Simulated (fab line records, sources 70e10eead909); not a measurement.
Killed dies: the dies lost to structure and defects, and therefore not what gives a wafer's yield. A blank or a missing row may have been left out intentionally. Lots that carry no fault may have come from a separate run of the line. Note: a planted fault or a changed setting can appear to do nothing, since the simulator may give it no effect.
Which tool did it? / flow nand-harc / 14 lots with 42 wafers sampled at 4 steps, on a route of 1159 steps

WHAT THE GAUGES READ, wafer by wafer
NHARC_P_M2_THK_MEAS_24: measures by xrf.
lot=L398; measured=day 6 07:05; on=film-metro-02; thk-nm (nm)=144.9 144.9 144.0
lot=L399; measured=day 6 17:50; on=film-metro-01; thk-nm (nm)=143.4 145.1 144.9
lot=L401; measured=day 7 03:44; on=film-metro-01; thk-nm (nm)=145.1 143.2 142.2
lot=L403; measured=day 7 11:28; on=film-metro-01; thk-nm (nm)=144.8 144.6 143.3
lot=L404; measured=day 8 01:08; on=film-metro-02; thk-nm (nm)=143.5 143.4 142.8
lot=L406; measured=day 8 14:21; on=film-metro-01; thk-nm (nm)=143.7 143.7 145.5
lot=L408; measured=day 9 07:10; on=film-metro-01; thk-nm (nm)=143.4 143.3 144.2
lot=L411; measured=day 9 18:14; on=film-metro-01; thk-nm (nm)=145.7 146.6 144.9
lot=L414; measured=day 10 06:37; on=film-metro-01; thk-nm (nm)=145.8 144.6 144.7
lot=L416; measured=day 10 16:08; on=film-metro-02; thk-nm (nm)=143.8 146.4 146.4
lot=L418; measured=day 11 09:13; on=film-metro-01; thk-nm (nm)=143.8 144.9 144.7
lot=L419; measured=day 11 13:38; on=film-metro-02; thk-nm (nm)=143.1 144.3 143.4
lot=L421; measured=day 11 14:31; on=film-metro-01; thk-nm (nm)=144.2 145.0 145.3
lot=L420; measured=day 11 15:07; on=film-metro-02; thk-nm (nm)=145.1 143.7 143.2

WHICH TOOL RAN EACH LOT (tool, then ch and the chambers of the sampled wafers, then the start)
lot=L398; NHARC_P_M2_ETCH_15=rie-diel-05 ch 1,2, day 6 06:07 or earlier; NHARC_P_M2_ECD_22=ecd-cu-02 ch 0,1, day 6 06:07; NHARC_P_M2_CMP_23=cmp-01 ch 0,3, day 6 06:49
lot=L399; NHARC_P_M2_ETCH_15=rie-diel-05 ch 1,2,3, day 6 16:47 or earlier; NHARC_P_M2_ECD_22=ecd-cu-01 ch 0,1, day 6 16:47; NHARC_P_M2_CMP_23=cmp-04 ch 1,2,3, day 6 17:32
lot=L401; NHARC_P_M2_ETCH_15=rie-diel-04 ch 0,1,3, day 7 02:43 or earlier; NHARC_P_M2_ECD_22=ecd-cu-01 ch 0,1, day 7 02:43; NHARC_P_M2_CMP_23=cmp-02 ch 1,2, day 7 03:25
lot=L403; NHARC_P_M2_ETCH_15=rie-diel-13 ch 0,1,2, day 7 10:26 or earlier; NHARC_P_M2_ECD_22=ecd-cu-01 ch 0,1, day 7 10:26; NHARC_P_M2_CMP_23=cmp-04 ch 1,2,3, day 7 11:11
lot=L404; NHARC_P_M2_ETCH_15=rie-diel-04 ch 0,3, day 8 00:06 or earlier; NHARC_P_M2_ECD_22=ecd-cu-01 ch 1, day 8 00:06; NHARC_P_M2_CMP_23=cmp-02 ch 0,2,3, day 8 00:53
lot=L406; NHARC_P_M2_ETCH_15=rie-diel-13 ch 0,2,3, day 8 13:25 or earlier; NHARC_P_M2_ECD_22=ecd-cu-01 ch 0,1, day 8 13:25; NHARC_P_M2_CMP_23=cmp-04 ch 2,3, day 8 14:02
lot=L408; NHARC_P_M2_ETCH_15=rie-diel-04 ch 1,2, day 9 06:11 or earlier; NHARC_P_M2_ECD_22=ecd-cu-02 ch 0,1, day 9 06:11; NHARC_P_M2_CMP_23=cmp-02 ch 1,2,3, day 9 06:55
lot=L411; NHARC_P_M2_ETCH_15=rie-diel-04 ch 0,1,2, day 9 17:19 or earlier; NHARC_P_M2_ECD_22=ecd-cu-02 ch 0,1, day 9 17:19; NHARC_P_M2_CMP_23=cmp-02 ch 1,2,3, day 9 17:56
lot=L414; NHARC_P_M2_ETCH_15=rie-diel-04 ch 2,3, day 10 05:35 or earlier; NHARC_P_M2_ECD_22=ecd-cu-02 ch 0,1, day 10 05:35; NHARC_P_M2_CMP_23=cmp-02 ch 0,2, day 10 06:18
lot=L416; NHARC_P_M2_ETCH_15=rie-diel-04 ch 0,1,2, day 10 15:07 or earlier; NHARC_P_M2_ECD_22=ecd-cu-02 ch 0,1, day 10 15:07; NHARC_P_M2_CMP_23=cmp-04 ch 1,2,3, day 10 15:50
lot=L418; NHARC_P_M2_ETCH_15=rie-diel-04 ch 0,3, day 11 08:11 or earlier; NHARC_P_M2_ECD_22=ecd-cu-01 ch 0,1, day 11 08:11; NHARC_P_M2_CMP_23=cmp-02 ch 1,2,3, day 11 08:57
lot=L419; NHARC_P_M2_ETCH_15=rie-diel-04 ch 0,1,2, day 11 12:36 or earlier; NHARC_P_M2_ECD_22=ecd-cu-01 ch 0,1, day 11 12:36; NHARC_P_M2_CMP_23=cmp-02 ch 0,1,2, day 11 13:19
lot=L421; NHARC_P_M2_ETCH_15=rie-diel-04 ch 0,1,3, day 11 13:34 or earlier; NHARC_P_M2_ECD_22=ecd-cu-01 ch 0,1, day 11 13:34; NHARC_P_M2_CMP_23=cmp-01 ch 0,2, day 11 14:12
lot=L420; NHARC_P_M2_ETCH_15=rie-diel-04 ch 0,3, day 11 14:02 or earlier; NHARC_P_M2_ECD_22=ecd-cu-01 ch 0,1, day 11 14:02; NHARC_P_M2_CMP_23=cmp-02 ch 2,3, day 11 14:47
- NHARC_P_M2_ETCH_15: etches the open film in C4F8/Ar, target depth 182.5 nm, time 91.2 s.
- NHARC_P_M2_ECD_22: material Cu, target thk 400 nm.
- NHARC_P_M2_CMP_23: polishes, t overpolish 20 s, target thk 144.3 nm.

WHAT THE TOOLS THEMSELVES READ (means of the sampled wafers that have a number; where no wafer has one, the mark that the record gives instead)
NHARC_P_M2_ETCH_15.
lot=L398; tool=rie-diel-05; oes-product-au (a.u.)=0.928; rf-fwd-power-W (W)=597.7; rf-vpp-V (V)=439.5
lot=L399; tool=rie-diel-05; oes-product-au (a.u.)=0.921; rf-fwd-power-W (W)=595.4; rf-vpp-V (V)=440.3
lot=L401; tool=rie-diel-04; oes-product-au (a.u.)=0.925; rf-fwd-power-W (W)=595.5; rf-vpp-V (V)=441.2
lot=L403; tool=rie-diel-13; oes-product-au (a.u.)=0.948; rf-fwd-power-W (W)=594.8; rf-vpp-V (V)=439.2
lot=L404; tool=rie-diel-04; oes-product-au (a.u.)=0.967; rf-fwd-power-W (W)=596.7; rf-vpp-V (V)=442.1
lot=L406; tool=rie-diel-13; oes-product-au (a.u.)=0.918; rf-fwd-power-W (W)=595.3; rf-vpp-V (V)=438.4
lot=L408; tool=rie-diel-04; oes-product-au (a.u.)=0.954; rf-fwd-power-W (W)=596.2; rf-vpp-V (V)=441.6
lot=L411; tool=rie-diel-04; oes-product-au (a.u.)=0.971; rf-fwd-power-W (W)=595.4; rf-vpp-V (V)=441.4
lot=L414; tool=rie-diel-04; oes-product-au (a.u.)=0.926; rf-fwd-power-W (W)=599.5; rf-vpp-V (V)=443.8
lot=L416; tool=rie-diel-04; oes-product-au (a.u.)=0.958; rf-fwd-power-W (W)=594.3; rf-vpp-V (V)=441.1
lot=L418; tool=rie-diel-04; oes-product-au (a.u.)=0.923; rf-fwd-power-W (W)=596.7; rf-vpp-V (V)=441.3
lot=L419; tool=rie-diel-04; oes-product-au (a.u.)=0.925; rf-fwd-power-W (W)=594.7; rf-vpp-V (V)=441.7
lot=L421; tool=rie-diel-04; oes-product-au (a.u.)=0.919; rf-fwd-power-W (W)=598.6; rf-vpp-V (V)=440.1
lot=L420; tool=rie-diel-04; oes-product-au (a.u.)=0.949; rf-fwd-power-W (W)=595.8; rf-vpp-V (V)=441.5

NHARC_P_M2_CMP_23.
lot=L398; tool=cmp-01; motor-current-A (A)=12.3; slurry-flow-ml-min=150.1; time-to-endpoint-s (s)=26.6
lot=L399; tool=cmp-04; motor-current-A (A)=12.0; slurry-flow-ml-min=150.2; time-to-endpoint-s (s)=28.1
lot=L401; tool=cmp-02; motor-current-A (A)=11.6; slurry-flow-ml-min=149.7; time-to-endpoint-s (s)=31.5
lot=L403; tool=cmp-04; motor-current-A (A)=12.3; slurry-flow-ml-min=150.1; time-to-endpoint-s (s)=27.6
lot=L404; tool=cmp-02; motor-current-A (A)=12.4; slurry-flow-ml-min=149.9; time-to-endpoint-s (s)=28.2
lot=L406; tool=cmp-04; motor-current-A (A)=12.5; slurry-flow-ml-min=149.7; time-to-endpoint-s (s)=25.0
lot=L408; tool=cmp-02; motor-current-A (A)=11.8; slurry-flow-ml-min=149.4; time-to-endpoint-s (s)=25.8
lot=L411; tool=cmp-02; motor-current-A (A)=12.4; slurry-flow-ml-min=149.5; time-to-endpoint-s (s)=28.8
lot=L414; tool=cmp-02; motor-current-A (A)=12.3; slurry-flow-ml-min=149.8; time-to-endpoint-s (s)=26.7
lot=L416; tool=cmp-04; motor-current-A (A)=12.3; slurry-flow-ml-min=150.2; time-to-endpoint-s (s)=23.6
lot=L418; tool=cmp-02; motor-current-A (A)=12.0; slurry-flow-ml-min=150.1; time-to-endpoint-s (s)=29.4
lot=L419; tool=cmp-02; motor-current-A (A)=12.1; slurry-flow-ml-min=150.0; time-to-endpoint-s (s)=28.9
lot=L421; tool=cmp-01; motor-current-A (A)=12.6; slurry-flow-ml-min=150.0; time-to-endpoint-s (s)=29.2
lot=L420; tool=cmp-02; motor-current-A (A)=12.7; slurry-flow-ml-min=149.9; time-to-endpoint-s (s)=30.6

THE ANSWER, worked out from the rows above alone
Rule: usual is defined by the lots themselves. Put in order of their means at a reading, lots are off if they are a third of the lots or fewer, leave a main group of 4 or more, and stand apart from it by a gap of 3 or more times the standard deviation of the main group's means; of several such gaps the widest counts. The tables above print the reading to a certain number of digits; a main group whose means all agree to those digits is not used. Also off: a lot with no number at a reading for which 4 or more lots have one. Where the step has rows for the other lots, those lots are counted as sound. After the gauges, taken in route order, come the tools' own readings; for these a lot's mean is taken, as printed above. At the first step where some lot is off, the reading lying furthest off is the one used; lots without a number count as furthest.
None of the lots is off at any reading shown; this tells nothing.

WHAT THE SIMULATOR PUT IN
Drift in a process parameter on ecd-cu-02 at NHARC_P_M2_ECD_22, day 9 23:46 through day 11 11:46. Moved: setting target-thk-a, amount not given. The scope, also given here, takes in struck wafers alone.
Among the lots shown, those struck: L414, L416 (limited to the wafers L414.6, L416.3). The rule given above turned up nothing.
